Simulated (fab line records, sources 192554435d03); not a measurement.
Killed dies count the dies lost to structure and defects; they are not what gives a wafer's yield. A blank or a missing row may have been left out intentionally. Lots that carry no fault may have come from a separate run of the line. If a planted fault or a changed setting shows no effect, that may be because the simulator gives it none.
A lot that was struck, set against a sound lot | flow n5Finfet | 37 out of 1938 route steps
Sound: wafers L800.1, L800.5, L800.6. Struck: wafer L805.6 (left out: L805.1, L805.4 of the same lot, which were not struck); the cause appears at the end.
Each step with rows lists, per side, the tool, then ch with its chambers, then its first start. Under that, the readings that differ: sound wafers | struck wafers | difference of the means | sigmas: that difference in standard deviations of wafers without a fault.
alike: a reading whose means differ by less than 2 such deviations, as well as words and numbers matching on both sides. not compared: withheld readings; readings where some wafer has no value; bounds like >300 that might hide an equal value; numbers whose values overlap and for which the record gives no deviation.
A row with sigmas, a row that says differs or no value, or rows on one side alone: a step with any of these is where the two part. When numbers do not overlap yet have no deviation, they are printed without sigmas and do not part them. A reading missing from all wafers of one side parts the sides only when that side holds two or more wafers.

first, 9 steps without rows for these wafers: N5_GATE_CUT_EXPOSE_10 (exposes mask GATE CUT, target cd 20 nm); N5_GATE_CUT_PEB_11 (peb time 60 s); N5_GATE_CUT_DEVELOP_12 (develop time 30 s); N5_GATE_CUT_DESCUM_18 (chemistry O2, time 7 s); N5_GATE_CUT_ETCH_28 (etches underlayer in N2/H2, target depth 13 nm, time 10.4 s); N5_GATE_CUT_ETCH_36 (etches SiARC in CF4, target depth 13 nm, time 21.7 s); N5_GATE_CUT_ETCH_37 (etches SOC in N2/H2, target depth 60 nm, overetch 12 nm, time 90 s); N5_GATE_CUT_STRIP_38 (strips in N2/H2); N5_GATE_CUT_STRIP_39 (strips in N2/H2).
N5_GATE_CUT_HM_OPEN_40: chemistry C4F6/O2, target SiO2, target depth 139 nm, time 85.1 s.
  sound on rieDiel-05 ch 0,1, day 5 19:52; struck on rieDiel-05 ch 2, day 7 02:59
reading    | sound       | struck | difference | sigmas
rfVppV (V) | 686 685 666 | 657    | -22        | -2
  alike: chamberPressureMTorr, drypumpMotorCurrentA, etchRfOnTimeS, oesProductAu, showerheadPlenumPTorr, throttleValvePct
  not compared: rfHoursCounterH
then, 26 steps without rows for these wafers: N5_GATE_CUT_STRIP_41 (strips in CF4); N5_GATE_CUT_STRIP_42 (strips in O2); N5_GATE_CUT_ETCH_19 (etches SiNx in CH3F/O2, target depth 53.7 nm, time 76.7 s); N5_GATE_CUT_CUT_ETCH_53 (etches W in SF6/Cl2, target depth 79.2 nm); N5_GATE_CUT_CUT_ETCH_54 (etches TiN in Cl2/BCl3, target depth 96.7 nm); N5_GATE_CUT_CUT_ETCH_55 (etches HfO2 in BCl3, target depth 3.2 nm); N5_GATE_CUT_ETCH_47 (etches SiO2 in Cl2/BCl3, target depth 10 nm); N5_GATE_CUT_VAPOR_ETCH_48 (etches TiN in BCl3/Cl2); N5_GATE_CUT_VAPOR_ETCH_49 (etches TiAlC in BCl3/Cl2); N5_GATE_CUT_VAPOR_ETCH_51 (etches HfO2 in BCl3/Cl2); N5_GATE_CUT_STRIP_21 (strips in N2/H2, time 30 s); N5_GATE_CUT_STRIP_29 (strips in post etch residue remover, time 60 s); N5_GATE_CUT_SRD_52 (time 30 s); N5_GATE_CUT_ALD_22 (deposits SiNx, target thk 16 nm, pulse time 1 s, ald cycles 320); N5_GATE_CUT_CMP_23 (polishes, stops on SiO2, t overpolish 23.4 s, target thk 16 nm); N5_GATE_CUT_CMP_43 (polishes SiO2); N5_GATE_CUT_CMP_61 (polishes, stops on SiNx, t overpolish 3 s); N5_MOL_CONTACT_COAG_COAT_103 (time 60 s, resist thk 80 nm); N5_MOL_CONTACT_COAG_COAT_104 (time 60 s, resist thk 12 nm); N5_MOL_CONTACT_COAG_COAT_58 (time 60 s, resist thk 10 nm); N5_MOL_CONTACT_COAG_COAT_02 (resist thk 30 nm); N5_MOL_CONTACT_COAG_EBR_04; N5_MOL_CONTACT_COAG_SOFTBAKE_03 (time 60 s); N5_MOL_CONTACT_COAG_EXPOSE_05 (exposes mask CA, defocus 0 nm); N5_MOL_CONTACT_COAG_PEB_06 (peb time 60 s); N5_MOL_CONTACT_COAG_DEVELOP_07 (develop time 30 s).
-- the record jumps here: 9 days lie between the struck wafers' starts before and after (it left off in module MOL_CONTACT_COAG and takes up again in module PASSIVATION, whose first step shown is number 1936 of the route) --
N5_PASSIVATION_PROBE_49:
  sound: prober-01 at day 14 04:50; struck: prober-01 at day 15 20:38
reading                 | sound          | struck | difference | sigmas
defectLimitedYield (%)  | 91.2 89.8 90.1 | 86.7   | -3.7       | -2
killedAtContacts        | 12 6 4         | 26     | +19        | +3
killedAtFrontEnd        | 40 64 58       | 104    | +50        | +4
killedAtOther           | 5 5 7          | 0      | -6         | -2
killedDies              | 104 120 117    | 157    | +43        | +3
killedOnRim             | 11 21 12       | 36     | +21        | +5
sort_bin_5_function (%) | 5.2 5.9 5.8    | 8.4    | +2.8       | +3
sortNPass               | 1076 1060 1063 | 1023   | -43        | -3
sortYieldPct (%)        | 91.2 89.8 90.1 | 86.7   | -3.7       | -2
  alike: killed_at_M0_to_M3, killed_at_M4_up, killedOpen, killedShort, sort_bin_6_memory

## WHERE THEY PART
Last at N5_PASSIVATION_PROBE_49 as far as this record goes, first at N5_GATE_CUT_HM_OPEN_40.

WHY: what the simulator had put in
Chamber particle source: rieDiel-05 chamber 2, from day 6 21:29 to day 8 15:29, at N5_GATE_CUT_HM_OPEN_40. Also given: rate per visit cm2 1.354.
